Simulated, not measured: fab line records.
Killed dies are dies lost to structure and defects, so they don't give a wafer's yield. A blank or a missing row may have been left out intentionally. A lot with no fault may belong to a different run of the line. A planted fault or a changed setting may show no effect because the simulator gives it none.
fab line records ; flow nand_harc
[record] lots = 6; wafers = 17; last_day = 24
route steps=1159 shown P_STI@77 END@1159
lots with no fault: from the same line, run without faults
start_h: the number of hours between the record's first day and the start of the first shown wafer of the lot ; wait_h: hours from the lot's prior step to this one ; " repeats the value in the row above ; L1.1+2: several wafers, shown together as one row ; - value missing, or start not given ; * or withheld: withheld ; < > ~ a bound
route shown NAME@n: a module of which the file shows steps, and the number in the route of the first ; usual: mean/standard deviation of fault-free wafers ; same: alike in all rows ; chamber/n: place in a boat ; sites: readings site by site ; _std_site: their standard deviation ; _edge_site: mean of outer sites minus mean of inner sites ; radius_mm: how far each site lies from the wafer's centre ; mask NAME#n: copy n ; behind: tool/chamber where the wafer was last shaped ; hold: what put the lot on hold/how long, in hours/how the hold closed ; device: the transistor (n, p or np) that didn't switch ; end of line: the same wafers' tests at the end of the route ; step lacking rows: just its recipe ; killed: dies that structure and defects cost at the first sort, which is not the same as the wafer's yield ; map: the dies of a wafer, with x for killed, . for not killed, _ for no die there
set.NAME: the setting the step ran with; set.NAME@STEP: the setting that earlier step ran with ; model.NAME: the simulator's own value behind a step, which no gauge read
lots at selected steps of the route; one table per step, one row per wafer
services: the hour from which a tool's chamber was out of use, counted from the record's first day as start_h (under 0 if before that day), plus the number of hours and why
[[steps]]
[step NHARC_P_STI_COAT_03]
[recipe] spin_rpm = 2000; resist_thk_nm = 600
[step NHARC_P_STI_SOFTBAKE_04]
[recipe] temp_c = 125; time_s = 70
[step NHARC_P_STI_EBR_05]
[step NHARC_P_STI_EXPOSE_06]
[recipe] na = 0.55; target_cd_nm = 200; dose_mj = 37.69; mask_id = P_STI
[step NHARC_P_STI_PEB_07]
[recipe] peb_temp_c = 128; peb_time_s = 80
[step NHARC_P_STI_DEVELOP_08]
[recipe] time_s = 50; dev_temp_c = 22
[step NHARC_P_STI_CD_MEAS_09]
[recipe] target_cd_nm = 200; landing_energy_ev = 500
[usual] cd_nm = 200.7/2.2
lot.wafer;tool;chamber;start_h;wait_h;cd_nm
L608.3;cd_sem-02;0;46.38;-;198.9
L608.5;cd_sem-02;0;46.38;-;200.7
L608.6;cd_sem-02;0;46.38;-;202.1
L614.1;cd_sem-02;0;78.55;-;197.1
L614.2;cd_sem-02;0;78.55;-;200.2
L614.5;cd_sem-02;0;78.55;-;200.0
L618.2;cd_sem-02;0;103.33;-;199.2
L618.6;cd_sem-02;0;103.33;-;199.3
L626.1;cd_sem-02;0;148.98;-;200.3
L626.4;cd_sem-02;0;148.98;-;199.5
L626.6;cd_sem-02;0;148.98;-;197.2
L627.2;cd_sem-02;0;157.84;-;199.4
L627.3;cd_sem-02;0;157.84;-;197.4
L627.5;cd_sem-02;0;157.84;-;201.2
L628.2;cd_sem-02;0;161.07;-;200.7
L628.3;cd_sem-02;0;161.07;-;202.0
L628.5;cd_sem-02;0;161.07;-;202.0
[step NHARC_P_STI_OVL_MEAS_10]
[usual] overlay_x_nm = 1/5.3; overlay_y_nm = 0/5.6
lot.wafer;tool;chamber;start_h;wait_h;overlay_x_nm;overlay_y_nm
L608.3;overlay-01;-;46.46;-;7;2
L608.5;overlay-01;-;46.46;-;7;3
L608.6;overlay-01;-;46.46;-;7;3
L614.1;overlay-01;-;78.64;-;4;1
L614.2;overlay-01;-;78.64;-;5;1
L614.5;overlay-01;-;78.64;-;4;1
L618.2;overlay-02;-;103.41;-;-3;-3
L618.6;overlay-02;-;103.41;-;-3;-2
L626.1;overlay-02;-;149.07;-;9;-5
L626.4;overlay-02;-;149.07;-;9;-5
L626.6;overlay-02;-;149.07;-;8;-6
L627.2;overlay-02;-;157.92;-;-5;1
L627.3;overlay-02;-;157.92;-;-5;2
L627.5;overlay-02;-;157.92;-;-5;1
L628.2;overlay-01;-;161.16;-;4;3
L628.3;overlay-01;-;161.16;-;4;3
L628.5;overlay-01;-;161.16;-;4;3
[step NHARC_P_STI_INSPECT_11]
[usual] raw_defect_count = 5.3/2.9
lot.wafer;tool;chamber;start_h;wait_h;raw_defect_count
L608.3;defect_inspect-02;-;46.50;0.0;3
L608.5;defect_inspect-02;-;46.50;0.0;4
L608.6;defect_inspect-02;-;46.50;0.0;7
L614.1;defect_inspect-01;-;78.68;0.0;7
L614.2;defect_inspect-01;-;78.68;0.0;12
L614.5;defect_inspect-01;-;78.68;0.0;5
L618.2;defect_inspect-01;-;103.45;0.0;2
L618.6;defect_inspect-01;-;103.45;0.0;4
L626.1;defect_inspect-01;-;149.11;0.0;6
L626.4;defect_inspect-01;-;149.11;0.0;4
L626.6;defect_inspect-01;-;149.11;0.0;9
L627.2;defect_inspect-02;-;157.96;0.0;7
L627.3;defect_inspect-02;-;157.96;0.0;2
L627.5;defect_inspect-02;-;157.96;0.0;2
L628.2;defect_inspect-02;-;161.19;0.0;4
L628.3;defect_inspect-02;-;161.19;0.0;10
L628.5;defect_inspect-02;-;161.19;0.0;5
[step NHARC_P_STI_HARDBAKE_13]
[recipe] temp_c = 118; time_s = 65
[step NHARC_P_STI_DESCUM_14]
[recipe] time_s = 3; o2_flow_sccm = 200; ar_flow_sccm = 0; bias_power_w = 0; chemistry = O2
[usual] drypump_motor_current_A = 5.7/0.35; mfc_ar_sccm = 0.010/0.011; oes_product_au = 0.997/0.01; rf_vpp_V = 57.8/0.92; showerhead_plenum_p_Torr = 1.93/0.066; throttle_valve_pct = 11.310/0.0088
lot.wafer;tool;chamber;start_h;wait_h;drypump_motor_current_A;mfc_ar_sccm;oes_product_au;rf_hours_counter_h;rf_vpp_V;showerhead_plenum_p_Torr;throttle_valve_pct
L608.3;rie_diel-10;3;46.63;-;5.6;0.029;1.006;1.6;59.4;1.97;11.302
L608.5;rie_diel-10;3;46.63;-;5.6;0.029;1.019;-;58.6;1.97;11.313
L608.6;rie_diel-10;0;46.63;-;5.7;0.016;0.998;-;59.0;1.90;11.300
L614.1;rie_diel-10;0;78.82;-;5.7;0.016;1.003;2.8;56.1;1.90;11.322
L614.2;rie_diel-10;2;78.82;-;5.5;0;0.988;2.8;58.4;1.98;11.330
L614.5;rie_diel-10;0;78.82;-;5.7;0.016;0.997;-;57.1;1.90;11.313
L618.2;rie_diel-10;1;103.61;-;5.8;0;1.013;3.4;59.0;1.95;11.329
L618.6;rie_diel-10;3;103.61;-;5.6;0.029;1.012;-;58.3;1.97;11.310
L626.1;rie_diel-03;0;149.24;-;5.9;0.018;1.009;2.6;58.1;1.88;11.326
L626.4;rie_diel-03;3;149.24;-;4.8;0;0.998;2.4;58.5;2.07;11.320
L626.6;rie_diel-03;0;149.24;-;5.9;0.018;1.006;-;56.5;1.88;11.312
L627.3;rie_diel-10;3;158.09;-;5.6;0.029;1.012;5.8;58.4;1.97;11.306
L627.2;rie_diel-10;1;158.09;-;5.8;0;1.012;5.5;57.9;1.95;11.316
L627.5;rie_diel-10;0;158.09;-;5.7;0.016;0.997;-;58.5;1.90;11.316
L628.2;rie_diel-05;3;161.35;-;6.5;0;0.996;10.4;56.4;1.92;11.306
L628.3;rie_diel-05;0;161.35;-;5.4;0.026;0.991;10.6;59.1;2.02;11.316
L628.5;rie_diel-05;1;161.35;-;6.2;0.014;1.006;-;57.9;1.94;11.305
[step NHARC_P_STI_ETCH_42]
[recipe] target_depth_a = 800; overetch_a = 240; time_s = 61; ion_energy_ev = 200; n2_flow_sccm = 150; h2_flow_sccm = 150; ar_flow_sccm = 0; rf_w = 400; bias_w = 150; chemistry = N2/H2
[usual] drypump_motor_current_A = 5.7/0.37; mfc_ar_sccm = 0.010/0.012; oes_product_au = 0.995/0.0095; rf_vpp_V = 431.2/2.1; run_length_s = 82.2/0.38; showerhead_plenum_p_Torr = 2.07/0.071; throttle_valve_pct = 14.170/0.0089
lot.wafer;tool;chamber;start_h;wait_h;drypump_motor_current_A;mfc_ar_sccm;oes_product_au;rf_hours_counter_h;rf_vpp_V;run_length_s;showerhead_plenum_p_Torr;throttle_valve_pct
L608.3;rie_diel-10;2;46.72;0.1;5.5;0;0.976;1.5;430.4;81.8;2.11;14.176
L608.5;rie_diel-10;2;46.72;0.1;5.5;0;0.993;-;431.8;82.2;2.11;14.179
L608.6;rie_diel-10;3;46.72;0.1;5.6;0.029;1.012;-;431.1;82.0;2.10;14.165
L614.1;rie_diel-10;2;78.90;0.1;5.5;0;0.986;2.8;430.8;82.0;2.11;14.162
L614.2;rie_diel-10;3;78.90;0.1;5.6;0.029;1.002;2.8;432.9;82.0;2.10;14.172
L614.5;rie_diel-10;2;78.90;0.1;5.5;0;0.984;-;432.9;82.1;2.11;14.161
L618.2;rie_diel-10;0;103.68;0.1;5.7;0.016;0.999;3.4;432.5;82.8;2.02;14.178
L618.6;rie_diel-10;2;103.68;0.1;5.5;0;0.997;-;434.8;82.2;2.11;14.148
L626.4;rie_diel-03;1;149.34;0.1;5.8;0;0.983;2.8;429.3;82.5;2.01;14.180
L626.1;rie_diel-03;2;149.34;0.1;5.7;0;0.983;2.7;432.9;82.2;2.10;14.175
L626.6;rie_diel-03;3;149.34;0.1;4.8;0;0.998;-;433.4;82.2;2.21;14.167
L627.3;rie_diel-10;3;158.19;0.1;5.6;0.029;0.995;5.8;432.1;82.9;2.10;14.148
L627.2;rie_diel-10;0;158.19;0.1;5.7;0.016;0.987;5.6;430.0;82.4;2.02;14.170
L627.5;rie_diel-10;3;158.19;0.1;5.6;0.029;1.001;-;431.8;82.5;2.10;14.166
L628.2;rie_diel-05;2;161.42;0.1;5.6;0;0.991;10.4;426.1;81.7;1.90;14.165
L628.3;rie_diel-05;0;161.42;0.1;5.4;0.026;0.997;10.6;433.2;82.0;2.15;14.153
L628.5;rie_diel-05;2;161.42;0.1;5.7;0;0.983;-;426.6;82.0;1.90;14.162
[step NHARC_P_STI_ETCH_31]
[recipe] target_depth_a = 1089; time_s = 54.5; cf4_flow_sccm = 100; chf3_flow_sccm = 30; ar_flow_sccm = 0; rf_w = 500; bias_w = 200; chemistry = CF4/CHF3
[usual] chf3_flow_sccm = 29.99/0.091; drypump_motor_current_A = 5.7/0.37; mfc_ar_sccm = 0.008/0.011; oes_product_au = 0.959/0.017; rf_vpp_V = 371.2/1.9; run_length_s = 75.7/0.38; showerhead_plenum_p_Torr = 1.59/0.053; throttle_valve_pct = 16.802/0.0091
lot.wafer;tool;chamber;start_h;wait_h;chf3_flow_sccm;drypump_motor_current_A;mfc_ar_sccm;oes_product_au;rf_hours_counter_h;rf_vpp_V;run_length_s;showerhead_plenum_p_Torr;throttle_valve_pct
L608.3;rie_diel-10;3;46.81;-;30.05;5.6;0.029;0.971;1.7;370.6;75.6;1.62;16.795
L608.5;rie_diel-10;2;46.81;-;30.08;5.4;0;0.972;-;371.4;75.6;1.62;16.797
L608.6;rie_diel-10;3;46.81;-;29.88;5.6;0.029;0.970;-;371.0;75.6;1.62;16.799
L614.1;rie_diel-10;1;78.98;-;29.86;5.8;0;0.980;2.7;371.7;64.5;1.60;16.814
L614.2;rie_diel-10;2;78.98;-;30.06;5.5;0;0.961;2.8;372.5;64.6;1.62;16.792
L614.5;rie_diel-10;2;78.98;-;29.94;5.5;0;0.961;-;374.4;75.4;1.62;16.796
L618.2;rie_diel-10;0;103.76;-;29.99;5.7;0.016;0.973;3.4;369.8;65.0;1.56;16.816
L618.6;rie_diel-10;2;103.76;-;29.93;5.5;0;0.951;-;371.1;75.5;1.62;16.807
L626.1;rie_diel-03;1;149.41;-;29.95;5.8;0;0.954;2.8;369.3;76.1;1.56;16.810
L626.4;rie_diel-03;3;149.41;-;29.90;4.8;0;0.966;2.4;373.4;75.7;1.70;16.801
L626.6;rie_diel-03;2;149.41;-;30.08;5.7;0;0.949;-;372.4;76.0;1.62;16.808
L627.2;rie_diel-10;3;158.27;-;29.97;5.6;0.029;0.924;5.9;371.5;75.5;1.62;16.806
L627.3;rie_diel-10;0;158.27;-;29.98;5.7;0.016;0.921;5.6;370.6;76.1;1.56;16.795
L627.5;rie_diel-10;2;158.27;-;29.97;5.5;0;0.921;-;372.5;75.8;1.62;16.806
L628.3;rie_diel-05;2;161.50;-;29.98;5.6;0;0.935;10.5;365.4;75.7;1.48;16.811
L628.2;rie_diel-05;0;161.50;-;30.21;5.3;0.026;0.972;10.7;373.5;75.8;1.66;16.796
L628.5;rie_diel-05;2;161.50;-;29.89;5.6;0;0.943;-;367.5;75.6;1.48;16.786
[step NHARC_P_STI_ETCH_15]
[recipe] target_depth_a = 3000; taper_deg = 4; time_s = 100.1; hbr_flow_sccm = 150; cl2_flow_sccm = 50; rf_w = 400; icp_w = 400; bias_w = 100; chemistry = HBr/Cl2
[usual] drypump_motor_current_A = 5.5/0.58; mfc_cl2_sccm = 50.00/0.14; oes_product_au = 1.004/0.011; throttle_valve_pct = 26.405/0.0092
lot.wafer;tool;chamber;start_h;wait_h;drypump_motor_current_A;mfc_cl2_sccm;oes_product_au;rf_hours_counter_h;throttle_valve_pct
L608.3;rie_si-01;0;46.91;-;6.6;50.09;1.016;0.6;26.405
L608.6;rie_si-01;0;46.91;-;6.6;49.91;1.022;-;26.421
L608.5;rie_si-01;1;46.91;-;5.2;49.99;1.013;-;26.412
L614.1;rie_si-01;2;79.09;-;4.8;50.10;1.003;1.0;26.398
L614.2;rie_si-01;1;79.09;-;5.2;50.04;1.005;0.9;26.394
L614.5;rie_si-01;2;79.09;-;4.8;50.09;0.996;-;26.394
L618.2;rie_si-06;2;103.86;-;5.3;50.38;1.010;0.5;26.407
L618.6;rie_si-06;3;103.86;-;5.2;50.43;1.006;-;26.413
L626.4;rie_si-03;0;149.53;-;6.1;50.18;1.000;1.1;26.414
L626.1;rie_si-03;2;149.53;-;5.9;49.87;0.991;1.1;26.402
L626.6;rie_si-03;3;149.53;-;6.4;50.08;1.004;-;26.416
L627.2;rie_si-01;1;158.37;-;5.2;49.86;0.997;0.2;26.411
L627.3;rie_si-01;3;158.37;-;4.9;50.12;1.010;0.1;26.411
L627.5;rie_si-01;2;158.37;-;4.8;49.78;1.028;-;26.392
L628.2;rie_si-06;2;161.61;-;5.3;49.84;1.010;1.1;26.414
L628.3;rie_si-06;0;161.61;-;5.4;50.20;0.987;0.9;26.412
L628.5;rie_si-06;3;161.61;-;5.3;49.91;0.999;-;26.395
[step NHARC_END_SORT_01]
[recipe] temp_c = 25
[usual] killed_at_array = 28/11; killed_at_other = 0.6/0.85; killed_at_periphery = 2.8/2.3; killed_dies = 31/11; killed_open = 3.1/1.6; killed_short = 2.0/1.4
[same] gross_dies = 677
lot.wafer;tool;chamber;start_h;wait_h;killed_at_array;killed_at_other;killed_at_periphery;killed_dies;killed_open;killed_short
L614.1;prober-01;0;474.20;2.5;16;0;306;322;3;6
L614.2;prober-01;0;475.00;2.8;22;0;335;357;4;3
L614.5;prober-01;0;477.42;3.7;21;0;0;21;2;1
L618.2;prober-02;0;516.34;2.8;30;0;317;347;1;0
// killed by level:class
L614.1 P_STI:area_etch=304 A_STAIRCASE:chamber_film_flake=6 A_CHANNEL_FILL_D1:geometric_particle:short=2 A_CONTACT:chamber_film_flake=2 P_GATE:geometric_particle:open=1 P_M0:geometric_particle:short=1 A_ONON_D1:geometric_particle:open=1 A_SGD_CUT:geometric_particle:short=1
L614.2 P_STI:area_etch=334 A_STAIRCASE:chamber_film_flake=5 A_CHANNEL_FILL_D1:chamber_film_flake=5 A_CONTACT:chamber_film_flake=5 A_CHANNEL_FILL_D1:geometric_particle:short=2 A_CONTACT:geometric_particle:open=2 A_CHANNEL_FILL_D1:geometric_particle:open=1 A_SGD_CUT:geometric_particle:short=1
L614.5 A_CONTACT:chamber_film_flake=7 A_STAIRCASE:chamber_film_flake=6 A_CHANNEL_HOLE_D1:chamber_film_flake=2 A_WL_FILL:chamber_film_flake=2 A_ONON_D1:geometric_particle:open=1 A_SGD_CUT:geometric_particle:short=1 A_WL_FILL:geometric_particle:open=1 A_CHANNEL_FILL_D1:chamber_film_flake=1
L618.2 P_STI:area_etch=317 A_SLIT:chamber_film_flake=16 A_CHANNEL_HOLE_D1:chamber_film_flake=5 A_STAIRCASE:chamber_film_flake=4 A_CONTACT:chamber_film_flake=2 A_M0:geometric_particle:open=1 A_WL_FILL:chamber_film_flake=1 A_M1:chamber_film_flake=1
// map L614.2 (x killed, . not)
____________.____________
_________.x.x..x_________
_______.....xx.x.._______
______...x.x..x.xx.______
_____xxxx..x.x...x.._____
____.xx...xx..x.x....____
____.x.xxx.xx...x..x.____
___.xx.x..xxx.x.......___
___xxx..x.x.xxxxxx....___
__x.xx.xx.xxxx.x.......__
__xxx.x.x.x.xxxxx..xx..__
_xxxxxxx.x...xxxx..x.x.._
_.xxxx.xxx.xx.xx.x.x...._
_.xxxxx.xxxxx.x..xxxx..._
_xxxxxx.x.xxxxxxxx.x...._
_xxxxxxxx..x.xxxx.x..x.._
xx..xxx.xxxx.xx.xx...xxx.
.xxx.xxxxx.xxxxx.xx......
.xxx.xxxxxxxx..x.x.......
xxxxx..xxxxx.xxxxx.x.x...
.xxxxxxxxxxxx.xxx........
_x.xxxxxxx.xxxx...xx...._
_xx...xxxxxxx.xxxx......_
_xxxx.xxxxxx.x.xx......x_
_xxxxxxx.xxxxxx.x.x....._
_.xxxxxxxxxxxx..xxx.x..._
__x.xx..x.xxx.x.x......__
__xxxx.x..xxxx....x....__
___...xxx.xx..xx....x.___
___...x.xx..x...x.....___
____....xxxxx...x.x..____
____x.xxxx...xx......____
_____xx..x.x..xxx..x_____
______x...x.x..x...______
_______...x.x...xx_______
_________.x....._________
____________.____________
// map L618.2 (x killed, . not)
____________x____________
_________.x....._________
_______x...x.xx.x._______
______xxxx.xx.xxx..______
_____xx..xx........._____
____xxxx...x....x...x____
____x.xxxxx........xx____
___xx.x.x..x........x.___
___xxxxxxxx.xx...xx.x.___
__xxxx..xx.x..xx.xx....__
__xxx.xxxx.x..x....x...__
_xxx.x.x.....x...xx..xx._
_.xxx.xx....x....x......_
_xxxx..xxxxxx...x...x..._
_x.x..xx.....xxxx....x.x_
_xxx.x.x........x....x.._
x.x.xx..xx..x.x.xxx....xx
xxxxx.xx...x....x........
xxxxxxxx..x.x.xx......x..
xxxxxxx.xxxxxx...xx....xx
x.xxxxxxxxxx..x..x.......
_xxx.x..xx.xx.xxx.x....._
_.xxxxxxxxxxxxx.....x.x._
_xx.xxx.xx.xxxx.xx.x...._
_xxxxx..x.x.x....x.x...._
_xxxx.xx....xx.....x..xx_
__x..xxxxx..x.xx.....x.__
__xxxxxxxx.xx.xx.xx..x.__
___xx.x..xxx.x..x.....___
___x..xx.xxx.xxx..x...___
____x.xxxxxx..x.xx..x____
____xxxxxxx.xxxxxxxx.____
_____xxxx..xx.....x._____
______xxx..x.xx..xx______
_______xx.xx.x.xxx_______
_________xxxxx.x_________
____________x____________
[[services]]
tool;chamber;start_h;hours;kind
rie_diel-03;-;31.55;1.8;repair
rie_diel-10;0;33.00;-;clean
rie_diel-10;1;33.00;-;clean
rie_diel-10;2;33.00;-;clean
rie_diel-10;3;33.00;-;clean
rie_diel-03;-;38.30;9.0;pm
rie_si-06;3;48.33;1.1;repair
rie_si-06;-;51.99;1.5;repair
rie_diel-10;0;57.50;-;clean
rie_diel-10;1;57.50;-;clean
rie_diel-10;2;57.50;-;clean
rie_diel-10;3;57.50;-;clean
rie_si-03;-;81.18;0.7;repair
rie_diel-10;0;82.00;-;clean
rie_diel-10;1;82.00;-;clean
rie_diel-10;2;82.00;-;clean
rie_diel-05;0;82.66;3.7;repair
rie_si-06;0;91.84;8.2;repair
rie_diel-03;0;91.94;2.9;repair
rie_diel-03;3;94.19;6.5;repair
rie_diel-03;3;109.33;1.4;repair
rie_si-01;-;127.00;9.0;pm
rie_diel-10;0;138.44;5.6;repair
rie_si-03;-;155.00;9.0;pm
[[key]]
[first_sign] step = NHARC_P_STI_ETCH_31; reading = run_length_s; direction = down; sigmas = 29; usual = *; struck = *
[effect] step = NHARC_END_SORT_01; reading = killed_at_periphery; direction = up; sigmas = 99+; usual = 2.8; struck = 319.3
[more_kills_born_at] NHARC_P_STI_ETCH_31@rie_diel-10 = 955
met_at NHARC_P_STI_ETCH_31
struck_wafers L614.1,L614.2,L618.2
tester_left_out L614,L618
onset_between 46.81 78.98
[fault] kind = process_parameter_drift; tool = rie_diel-10; chamber = -; onset_h = 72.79; steps = NHARC_P_STI_ETCH_31; channel = time_s; offset = *; shape = step; end_h = 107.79; scope = struck_wafers_only; acts_in = *; stated = *
// tester_left_out: of these lots the tester's yield and bins aren't shown, on N5 and GAA mostly nor the transistor test; their killed dies are dies lost to structure and defects alone, not to doping, threshold or leakage, so they don't give the yield
